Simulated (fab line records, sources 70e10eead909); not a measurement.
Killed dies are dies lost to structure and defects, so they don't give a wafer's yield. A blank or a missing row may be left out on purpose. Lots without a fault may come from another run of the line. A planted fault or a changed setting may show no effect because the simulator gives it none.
Which tool did it? | flow nand_harc | 6 lots, 18 wafers sampled, at 5 steps of a route of 1302

WHAT THE GAUGES READ, wafer by wafer
NHARC_END_SORT_01.
lot  | measured     | on        | killed_at_array
L483 | day 31 19:34 | prober-02 | 56 62 56

WHICH TOOL RAN EACH LOT (tool, then ch and the chambers of the sampled wafers, then the start)
lot  | NHARC_P_CONTACT_CVD_23       | NHARC_THIN_TSV_ANNEAL_52         | NHARC_THIN_TSV_DEGAS_53      | NHARC_THIN_TSV_DESCUM_35
L468 | cvd_w-02 ch 0,1, day 6 14:13 | rtp_anneal-01 ch 0, day 23 23:08 | pvd_sputter-01, day 23 23:56 | rie_diel-10 ch 0,2,3, day 24 01:09
L470 | cvd_w-02 ch 0,1, day 7 07:26 | rtp_anneal-01 ch 0, day 25 03:40 | pvd_sputter-01, day 25 04:28 | rie_diel-05 ch 1,2,3, day 25 05:46
L472 | cvd_w-01 ch 0,1, day 7 23:14 | rtp_anneal-02 ch 0, day 25 18:30 | pvd_sputter-03, day 25 19:16 | rie_diel-07 ch 0,1,2, day 25 20:35
L474 | cvd_w-02 ch 0,1, day 8 19:17 | rtp_anneal-02 ch 0, day 26 11:22 | pvd_sputter-03, day 26 12:11 | rie_diel-07 ch 1,2,3, day 26 13:31
L476 | cvd_w-01 ch 0, day 9 12:45   | rtp_anneal-02 ch 0, day 27 18:07 | pvd_sputter-03, day 27 18:55 | rie_diel-05 ch 0,1,3, day 27 20:13
L483 | cvd_w-01 ch 0, day 12 19:46  | rtp_anneal-02 ch 0, day 31 06:25 | pvd_sputter-02, day 31 07:15 | rie_diel-05 ch 0,1,3, day 31 08:32
- NHARC_P_CONTACT_CVD_23: deposits W, target thk 200 nm, time 557 s.
- NHARC_THIN_TSV_ANNEAL_52: time 90 s.
- NHARC_THIN_TSV_DEGAS_53: time 60 s.
- NHARC_THIN_TSV_DESCUM_35: chemistry O2, time 3 s.

THE ANSWER, worked out from the rows above alone
Rule: what is usual is taken from the lots themselves. Put in order of their means at a reading, lots are off if they are a third of the lots or fewer, leave a main group of 4 or more, and stand apart from it by a gap of 3 or more times the standard deviation of the main group's means; of several such gaps the widest counts. A main group whose means are all the same, to the digits that the tables above print for the reading, isn't used. A lot without any number at a reading at which 4 lots or more have one is off too. The other lots that the step has rows for count as sound.
No lot is off at any reading shown: from this, nothing can be told.

WHAT THE SIMULATOR HAD PUT IN
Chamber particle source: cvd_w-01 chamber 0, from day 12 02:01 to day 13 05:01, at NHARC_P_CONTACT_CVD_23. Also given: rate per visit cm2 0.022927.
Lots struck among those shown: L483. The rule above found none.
